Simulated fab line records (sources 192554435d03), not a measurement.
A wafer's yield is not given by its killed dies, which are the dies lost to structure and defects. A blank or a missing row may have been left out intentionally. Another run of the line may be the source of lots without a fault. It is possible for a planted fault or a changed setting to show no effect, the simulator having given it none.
Lot-split experiment || flow n5Finfet || 21 wafers read across 7 lots, on a route 1938 steps long

THE SPLIT ITSELF
At N5_WELL_APT_PEB_23 (peb time 90 s), the setting pebTempC was moved away from the recipe's 130 C on 3 of the 21 wafers read, by -2.5% to +2.0%. For the rest of the wafers, this setting stayed at what the recipe calls for.

FROM THE SPLIT TO THE READING: what the file shows between them, 2 steps
- N5_WELL_APT_DEVELOP_24: develop time 45 s
- N5_WELL_APT_HARDBAKE_29: time 120 s

THE READING
cdNm at N5_WELL_APT_CD_MEAS_25, given in nm (cd target 200 nm). On this fab line, fault-free wafers typically give 199.4 nm with a standard deviation of 1.9 nm.

{"wafer": "L075.1", "tool, chamber at the split": "lithoTrack-01, 0", "pebTempC as run, C": 130, "against the recipe": "recipe", "cdNm, nm": 198.5, "against lot-mates on the recipe": "-"}
{"wafer": "L075.3", "tool, chamber at the split": "lithoTrack-01, 0", "pebTempC as run, C": 130, "against the recipe": "recipe", "cdNm, nm": 196.9, "against lot-mates on the recipe": "-"}
{"wafer": "L075.6", "tool, chamber at the split": "lithoTrack-01, 0", "pebTempC as run, C": 130, "against the recipe": "recipe", "cdNm, nm": 198.2, "against lot-mates on the recipe": "-"}
{"wafer": "L076.2", "tool, chamber at the split": "lithoTrack-03, 0", "pebTempC as run, C": 126.8, "against the recipe": "-2.5%", "cdNm, nm": 176.0, "against lot-mates on the recipe": -22.3}
{"wafer": "L076.3", "tool, chamber at the split": "lithoTrack-03, 0", "pebTempC as run, C": 130, "against the recipe": "recipe", "cdNm, nm": 200.1, "against lot-mates on the recipe": "-"}
{"wafer": "L076.6", "tool, chamber at the split": "lithoTrack-03, 0", "pebTempC as run, C": 130, "against the recipe": "recipe", "cdNm, nm": 196.6, "against lot-mates on the recipe": "-"}
{"wafer": "L079.2", "tool, chamber at the split": "lithoTrack-03, 0", "pebTempC as run, C": 130, "against the recipe": "recipe", "cdNm, nm": 199.6, "against lot-mates on the recipe": "-"}
{"wafer": "L079.3", "tool, chamber at the split": "lithoTrack-03, 0", "pebTempC as run, C": 130, "against the recipe": "recipe", "cdNm, nm": 195.1, "against lot-mates on the recipe": "-"}
{"wafer": "L079.4", "tool, chamber at the split": "lithoTrack-03, 0", "pebTempC as run, C": 130, "against the recipe": "recipe", "cdNm, nm": 200.4, "against lot-mates on the recipe": "-"}
{"wafer": "L083.1", "tool, chamber at the split": "lithoTrack-01, 0", "pebTempC as run, C": 130, "against the recipe": "recipe", "cdNm, nm": 198.4, "against lot-mates on the recipe": "-"}
{"wafer": "L083.3", "tool, chamber at the split": "lithoTrack-01, 0", "pebTempC as run, C": 130, "against the recipe": "recipe", "cdNm, nm": 207.8, "against lot-mates on the recipe": "-"}
{"wafer": "L083.5", "tool, chamber at the split": "lithoTrack-01, 0", "pebTempC as run, C": 132.6, "against the recipe": "+2.0%", "cdNm, nm": 221.5, "against lot-mates on the recipe": "+18.4"}
{"wafer": "L091.3", "tool, chamber at the split": "lithoTrack-01, 0", "pebTempC as run, C": 132, "against the recipe": "+1.5%", "cdNm, nm": 209.4, "against lot-mates on the recipe": "+6.8"}
{"wafer": "L091.4", "tool, chamber at the split": "lithoTrack-01, 0", "pebTempC as run, C": 130, "against the recipe": "recipe", "cdNm, nm": 202.1, "against lot-mates on the recipe": "-"}
{"wafer": "L091.5", "tool, chamber at the split": "lithoTrack-01, 0", "pebTempC as run, C": 130, "against the recipe": "recipe", "cdNm, nm": 203.1, "against lot-mates on the recipe": "-"}
{"wafer": "L092.4", "tool, chamber at the split": "lithoTrack-01, 0", "pebTempC as run, C": 130, "against the recipe": "recipe", "cdNm, nm": 207.1, "against lot-mates on the recipe": "-"}
{"wafer": "L092.5", "tool, chamber at the split": "lithoTrack-01, 0", "pebTempC as run, C": 130, "against the recipe": "recipe", "cdNm, nm": 201.9, "against lot-mates on the recipe": "-"}
{"wafer": "L092.6", "tool, chamber at the split": "lithoTrack-01, 0", "pebTempC as run, C": 130, "against the recipe": "recipe", "cdNm, nm": 197.3, "against lot-mates on the recipe": "-"}
{"wafer": "L094.2", "tool, chamber at the split": "lithoTrack-04, 0", "pebTempC as run, C": 130, "against the recipe": "recipe", "cdNm, nm": 200.7, "against lot-mates on the recipe": "-"}
{"wafer": "L094.3", "tool, chamber at the split": "lithoTrack-04, 0", "pebTempC as run, C": 130, "against the recipe": "recipe", "cdNm, nm": 204.1, "against lot-mates on the recipe": "-"}
{"wafer": "L094.4", "tool, chamber at the split": "lithoTrack-04, 0", "pebTempC as run, C": 130, "against the recipe": "recipe", "cdNm, nm": 209.4, "against lot-mates on the recipe": "-"}

FIT RESULTS
A straight line over all 21 wafers: cdNm changes by +9.32 nm for each +1% of pebTempC; r = +0.88; the points scatter about the line by 4.1 nm.
The same after taking each lot's own level away (the mean of its wafers on the recipe; 21 wafers): +8.26 nm for each +1%; r = +0.90; scatter 3.2 nm.
On that fit, the largest move of pebTempC shifts the reading by 20 nm.
The span of the lots' own levels, 197.87 to 204.73 nm, comes to 3.6 times the standard deviation stated above.
So the lot-to-lot level changes the slope: the two fits differ.
Check: with one of the wafers moved furthest among these (-2.5%) left out of the fit, the line predicts -18.4 nm for it against its lot-mates. Against them it came out at -22.3 nm.

THE WHOLE CHAIN: every reading that the file lists as answering this split, in the file's order
{"step": "N5_WELL_APT_CD_MEAS_25", "what it does": "target cd 200 nm", "reading": "cdNm", "change (the file's fit)": "+8.23 nm for each +1% of the setting", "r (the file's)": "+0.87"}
{"step": "N5_WELL_APT_DESCUM_30", "what it does": "chemistry O2, time 7.9 s", "reading": "WELL_APT.cdNm (the simulator's own value, which no gauge read)", "change (the file's fit)": "+8.18 nm for each +1% of the setting", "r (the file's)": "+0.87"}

FILE'S OWN FIT
cdNm changes by +8.23 nm for each +1% of pebTempC, r = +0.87.
